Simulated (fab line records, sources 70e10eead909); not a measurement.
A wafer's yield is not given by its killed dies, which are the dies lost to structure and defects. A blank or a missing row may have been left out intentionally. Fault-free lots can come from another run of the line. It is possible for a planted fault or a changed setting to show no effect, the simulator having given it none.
Comparing a struck lot with a sound one + flow nand harc + 13 out of 1159 route steps
Sound: the wafers L211.2, L211.3, L211.6. Wafers struck: L203.1, L203.2, L203.6. The cause is given at the end.
Per side, at each step with rows, come the tool, then ch with its chambers, and then its first start. Under that, the readings that differ: sound wafers + struck wafers + difference of the means + sigmas: that difference in standard deviations of wafers without a fault.
alike: readings whose means differ by less than 2 such deviations, and words and numbers that are the same on both sides. not compared: withheld readings, readings that some wafer has no value for, bounds like >300 that may hide the same value, and numbers for which the record gives no deviation and whose values overlap.
The two part at a step that has a row with sigmas, a row that says differs or no value, or rows on one side only. Numbers that don't overlap but have no deviation are shown without sigmas and don't part them. Lack of a reading on every wafer of one side parts them only where that side has two or more wafers.

NHARC_P_ZERO_WELL_DESCUM_39: chemistry O2, time 3 s.
  sound on rie diel-05 ch 0,2, day 5 10:18; struck on rie diel-10 ch 0,2,3, day 3 10:19
| reading                     | sound       | struck      | difference | sigmas |
|-----------------------------|-------------|-------------|------------|--------|
| drypump motor current A (A) | 4.9 6.0 4.9 | 6.3 5.7 6.7 | +1.0       | +2     |
  alike: oes product au, rf vpp V, showerhead plenum p Torr, throttle valve pct
  not compared: rf hours counter h
then, 11 steps without rows for these wafers: NHARC_P_ZERO_WELL_IMPLANT_40; NHARC_P_ZERO_WELL_IMPLANT_59; NHARC_P_ZERO_WELL_IMPLANT_60; NHARC_P_ZERO_WELL_STRIP_41 (strips in SPM, time 840 s); NHARC_P_ZERO_WELL_DEHYDRATE_44 (time 120 s); NHARC_P_ZERO_WELL_HMDS_45 (time 30 s); NHARC_P_ZERO_WELL_COAT_46; NHARC_P_ZERO_WELL_SOFTBAKE_47 (time 95 s); NHARC_P_ZERO_WELL_EBR_48; NHARC_P_ZERO_WELL_EXPOSE_49 (exposes mask P HVPW, target cd 2000 nm); NHARC_P_ZERO_WELL_PEB_50 (peb time 85 s).
NHARC_P_ZERO_WELL_DEVELOP_51: time 70 s.
  sound on litho track-05 ch 0, day 5 11:00; struck on litho track-07, day 3 11:00
  no value came back on the struck wafers for chill plate temp C (C), exhaust pa (Pa); on the sound wafers chill plate temp C (C) reads 22.99 23.13 22.92

WHERE THEY PART
At NHARC_P_ZERO_WELL_DESCUM_39 first; at NHARC_P_ZERO_WELL_DEVELOP_51 last (within this record only).

WHY: what the simulator had put in
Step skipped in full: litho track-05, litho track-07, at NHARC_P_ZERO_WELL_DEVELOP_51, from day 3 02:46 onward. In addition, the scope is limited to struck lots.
